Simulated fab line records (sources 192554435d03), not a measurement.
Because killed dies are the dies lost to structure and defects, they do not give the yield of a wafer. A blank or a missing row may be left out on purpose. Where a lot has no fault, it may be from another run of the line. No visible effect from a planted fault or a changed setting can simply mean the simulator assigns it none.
Split-lot experiment / flow n5-finfet / on a route of 1938 steps: 7 lots, 39 wafers read

== ABOUT THE SPLIT ==
At N5_BEOL_M7_TRENCH_ETCH_37 (etches SiCOH lowk in C4F6/O2, target depth 93.478 nm, time 31.2 s), the setting target-depth-a was moved away from the recipe's 934.78 angstrom on 12 of the 39 wafers read, by -42.7% to +44.5%. For the rest of the wafers, this setting stayed at what the recipe calls for.

== FROM THE SPLIT TO THE READING: what the file shows between them, 8 steps ==
- N5_BEOL_M7_ETCH_41: etches SiCN in CH3F/O2, target depth 31.9 nm, time 57.8 s
- N5_BEOL_M7_STRIP_80: strips in N2/H2, time 10 s
- N5_BEOL_M7_OCD_MEAS_38
- N5_BEOL_M7_HM_STRIP_39: strips TiN in peroxide tin strip, target depth 25 nm, time 158 s
- N5_BEOL_M7_SRD_40: time 30 s
- N5_BEOL_M7_ECD_50: material Cu, target thk 300 nm
- N5_BEOL_M7_ANNEAL_51: time 90 s
- N5_BEOL_M7_CMP_52: polishes, stops on SiCOH lowk, t overpolish 6.9 s, target thk 80 nm

== THE READING ==
M7_THK, in nm, at N5_BEOL_M7_THK_MEAS_53 (measures by xrf). On this fab line, fault-free wafers typically give 80.7 nm with a standard deviation of 2 nm.

wafer=L075.1; tool, chamber at the split=rie-diel-01, 2; target-depth-a as run, angstrom=934.78; against the recipe=recipe; M7_THK, nm=79.9; against lot-mates on the recipe=-
wafer=L075.2; tool, chamber at the split=rie-diel-01, 3; target-depth-a as run, angstrom=934.78; against the recipe=recipe; M7_THK, nm=80.8; against lot-mates on the recipe=-
wafer=L075.3; tool, chamber at the split=rie-diel-01, 0; target-depth-a as run, angstrom=934.78; against the recipe=recipe; M7_THK, nm=80.5; against lot-mates on the recipe=-
wafer=L075.4; tool, chamber at the split=rie-diel-01, 1; target-depth-a as run, angstrom=934.78; against the recipe=recipe; M7_THK, nm=80.0; against lot-mates on the recipe=-
wafer=L075.5; tool, chamber at the split=rie-diel-01, 3; target-depth-a as run, angstrom=934.78; against the recipe=recipe; M7_THK, nm=82.2; against lot-mates on the recipe=-
wafer=L075.6; tool, chamber at the split=rie-diel-01, 0; target-depth-a as run, angstrom=934.78; against the recipe=recipe; M7_THK, nm=83.0; against lot-mates on the recipe=-
wafer=L079.1; tool, chamber at the split=rie-diel-06, 1; target-depth-a as run, angstrom=654.8; against the recipe=-30.0%; M7_THK, nm=52.8; against lot-mates on the recipe=-28.7
wafer=L079.2; tool, chamber at the split=rie-diel-06, 2; target-depth-a as run, angstrom=934.78; against the recipe=recipe; M7_THK, nm=82.5; against lot-mates on the recipe=-
wafer=L079.3; tool, chamber at the split=rie-diel-06, 3; target-depth-a as run, angstrom=934.78; against the recipe=recipe; M7_THK, nm=80.2; against lot-mates on the recipe=-
wafer=L079.4; tool, chamber at the split=rie-diel-06, 0; target-depth-a as run, angstrom=654.8; against the recipe=-30.0%; M7_THK, nm=53.9; against lot-mates on the recipe=-27.6
wafer=L079.5; tool, chamber at the split=rie-diel-06, 2; target-depth-a as run, angstrom=654.8; against the recipe=-30.0%; M7_THK, nm=54.6; against lot-mates on the recipe=-26.9
wafer=L079.6; tool, chamber at the split=rie-diel-06, 1; target-depth-a as run, angstrom=934.78; against the recipe=recipe; M7_THK, nm=81.9; against lot-mates on the recipe=-
wafer=L077.1; tool, chamber at the split=rie-diel-02, 0; target-depth-a as run, angstrom=934.78; against the recipe=recipe; M7_THK, nm=82.3; against lot-mates on the recipe=-
wafer=L077.3; tool, chamber at the split=rie-diel-02, 2; target-depth-a as run, angstrom=934.78; against the recipe=recipe; M7_THK, nm=77.7; against lot-mates on the recipe=-
wafer=L077.6; tool, chamber at the split=rie-diel-02, 2; target-depth-a as run, angstrom=934.78; against the recipe=recipe; M7_THK, nm=77.1; against lot-mates on the recipe=-
wafer=L083.1; tool, chamber at the split=rie-diel-02, 0; target-depth-a as run, angstrom=1259; against the recipe=+34.7%; M7_THK, nm=116.3; against lot-mates on the recipe=+34.4
wafer=L083.2; tool, chamber at the split=rie-diel-02, 3; target-depth-a as run, angstrom=934.78; against the recipe=recipe; M7_THK, nm=83.6; against lot-mates on the recipe=-
wafer=L083.3; tool, chamber at the split=rie-diel-02, 1; target-depth-a as run, angstrom=1259; against the recipe=+34.7%; M7_THK, nm=115.3; against lot-mates on the recipe=+33.4
wafer=L083.4; tool, chamber at the split=rie-diel-02, 2; target-depth-a as run, angstrom=934.78; against the recipe=recipe; M7_THK, nm=78.7; against lot-mates on the recipe=-
wafer=L083.5; tool, chamber at the split=rie-diel-02, 0; target-depth-a as run, angstrom=1259; against the recipe=+34.7%; M7_THK, nm=115.3; against lot-mates on the recipe=+33.4
wafer=L083.6; tool, chamber at the split=rie-diel-02, 3; target-depth-a as run, angstrom=934.78; against the recipe=recipe; M7_THK, nm=83.3; against lot-mates on the recipe=-
wafer=L091.1; tool, chamber at the split=rie-diel-02, 1; target-depth-a as run, angstrom=1351; against the recipe=+44.5%; M7_THK, nm=121.7; against lot-mates on the recipe=+42.3
wafer=L091.2; tool, chamber at the split=rie-diel-02, 2; target-depth-a as run, angstrom=1351; against the recipe=+44.5%; M7_THK, nm=116.5; against lot-mates on the recipe=+37.1
wafer=L091.3; tool, chamber at the split=rie-diel-02, 0; target-depth-a as run, angstrom=934.78; against the recipe=recipe; M7_THK, nm=81.3; against lot-mates on the recipe=-
wafer=L091.4; tool, chamber at the split=rie-diel-02, 1; target-depth-a as run, angstrom=1351; against the recipe=+44.5%; M7_THK, nm=122.3; against lot-mates on the recipe=+42.9
wafer=L091.5; tool, chamber at the split=rie-diel-02, 0; target-depth-a as run, angstrom=934.78; against the recipe=recipe; M7_THK, nm=80.8; against lot-mates on the recipe=-
wafer=L091.6; tool, chamber at the split=rie-diel-02, 2; target-depth-a as run, angstrom=934.78; against the recipe=recipe; M7_THK, nm=76.1; against lot-mates on the recipe=-
wafer=L092.1; tool, chamber at the split=rie-diel-01, 2; target-depth-a as run, angstrom=934.78; against the recipe=recipe; M7_THK, nm=81.3; against lot-mates on the recipe=-
wafer=L092.2; tool, chamber at the split=rie-diel-01, 1; target-depth-a as run, angstrom=535.8; against the recipe=-42.7%; M7_THK, nm=39.6; against lot-mates on the recipe=-43.5
wafer=L092.3; tool, chamber at the split=rie-diel-01, 0; target-depth-a as run, angstrom=934.78; against the recipe=recipe; M7_THK, nm=85.1; against lot-mates on the recipe=-
wafer=L092.4; tool, chamber at the split=rie-diel-01, 0; target-depth-a as run, angstrom=934.78; against the recipe=recipe; M7_THK, nm=82.9; against lot-mates on the recipe=-
wafer=L092.5; tool, chamber at the split=rie-diel-01, 1; target-depth-a as run, angstrom=535.8; against the recipe=-42.7%; M7_THK, nm=42.3; against lot-mates on the recipe=-40.8
wafer=L092.6; tool, chamber at the split=rie-diel-01, 2; target-depth-a as run, angstrom=535.8; against the recipe=-42.7%; M7_THK, nm=40.3; against lot-mates on the recipe=-42.8
wafer=L094.1; tool, chamber at the split=rie-diel-02, 3; target-depth-a as run, angstrom=934.78; against the recipe=recipe; M7_THK, nm=82.6; against lot-mates on the recipe=-
wafer=L094.2; tool, chamber at the split=rie-diel-02, 2; target-depth-a as run, angstrom=934.78; against the recipe=recipe; M7_THK, nm=77.0; against lot-mates on the recipe=-
wafer=L094.3; tool, chamber at the split=rie-diel-02, 1; target-depth-a as run, angstrom=934.78; against the recipe=recipe; M7_THK, nm=79.7; against lot-mates on the recipe=-
wafer=L094.4; tool, chamber at the split=rie-diel-02, 0; target-depth-a as run, angstrom=934.78; against the recipe=recipe; M7_THK, nm=80.6; against lot-mates on the recipe=-
wafer=L094.5; tool, chamber at the split=rie-diel-02, 2; target-depth-a as run, angstrom=934.78; against the recipe=recipe; M7_THK, nm=75.5; against lot-mates on the recipe=-
wafer=L094.6; tool, chamber at the split=rie-diel-02, 3; target-depth-a as run, angstrom=934.78; against the recipe=recipe; M7_THK, nm=81.9; against lot-mates on the recipe=-

THE FIT
A straight line over all 39 wafers: M7_THK changes by +0.928 nm for each +1% of target-depth-a; r = +0.99; the points scatter about the line by 2.4 nm.
The same after taking each lot's own level away (the mean of its wafers on the recipe; 39 wafers): +0.953 nm for each +1%; r = +1.00; scatter 2 nm.
The reading moves by 42 nm for the largest change in target-depth-a, on that fit.
Across the lots, their own levels run from 79.03 to 83.10 nm, a range of 2.0 times the standard deviation given above.
Consequently the slope shifts little with the lot-to-lot level, the two slopes agreeing.
Check: +42.3 nm against its lot-mates is what the line predicts for one of the wafers moved furthest among these (+44.5%) when that wafer is left out of the fit. Against them it came out at +42.3 nm.

== THESE WAFERS: OTHER SPLITS ==
Before the reading, these wafers also passed through other splits. Each is held against what the fit with the lots' levels taken away leaves over:
other split on the same wafers=N5_BEOL_M2_HM_DEP_02 target-thk-a; wafers away from the commonest value=9; r with M7_THK (lot level and that fit taken away)=+0.05

== THE WHOLE CHAIN: every reading that the file lists as answering this split, in the file's order ==
step=N5_BEOL_M7_TRENCH_ETCH_37; what it does=etches SiCOH lowk in C4F6/O2, target depth 93.478 nm, time 31.2 s; reading=etch.depth-nm (the simulator's own value, which no gauge read); change (the file's fit)=+0.938 nm for each +1% of the setting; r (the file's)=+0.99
step=N5_BEOL_M7_TRENCH_ETCH_37; what it does=etches SiCOH lowk in C4F6/O2, target depth 93.478 nm, time 31.2 s; reading=BEOL_M7.feature-depth-nm (the simulator's own value, which no gauge read); change (the file's fit)=+0.938 nm for each +1% of the setting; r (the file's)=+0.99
step=N5_BEOL_M7_TRENCH_ETCH_37; what it does=etches SiCOH lowk in C4F6/O2, target depth 93.478 nm, time 31.2 s; reading=TiN_of_BEOL_M7_HM_DEP_02.thk-nm (the simulator's own value, which no gauge read); change (the file's fit)=-0.029 nm for each +1% of the setting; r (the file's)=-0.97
step=N5_BEOL_M7_OCD_MEAS_38; what it does=; reading=trench-depth-nm; change (the file's fit)=+0.933 nm for each +1% of the setting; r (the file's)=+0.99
step=N5_BEOL_M7_CMP_52; what it does=polishes, stops on SiCOH lowk, t overpolish 6.9 s, target thk 80 nm; reading=Cu_of_BEOL_M7_ECD_50.thk-nm (the simulator's own value, which no gauge read); change (the file's fit)=+0.937 nm for each +1% of the setting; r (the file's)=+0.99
step=N5_BEOL_M7_THK_MEAS_53; what it does=measures by xrf; reading=M7_THK; change (the file's fit)=+0.953 for each +1% of the setting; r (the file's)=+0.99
step=N5_BEOL_M7_RS_MEAS_57; what it does=measures by four-point-probe; reading=M7_RS; change (the file's fit)=not straight: 0.672 at the lowest setting, 0.288 at the recipe, 0.181 at the highest; r (the file's)=not given

== FILE'S OWN FIT ==
M7_THK changes by +0.953 nm for each +1% of target-depth-a, r = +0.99.
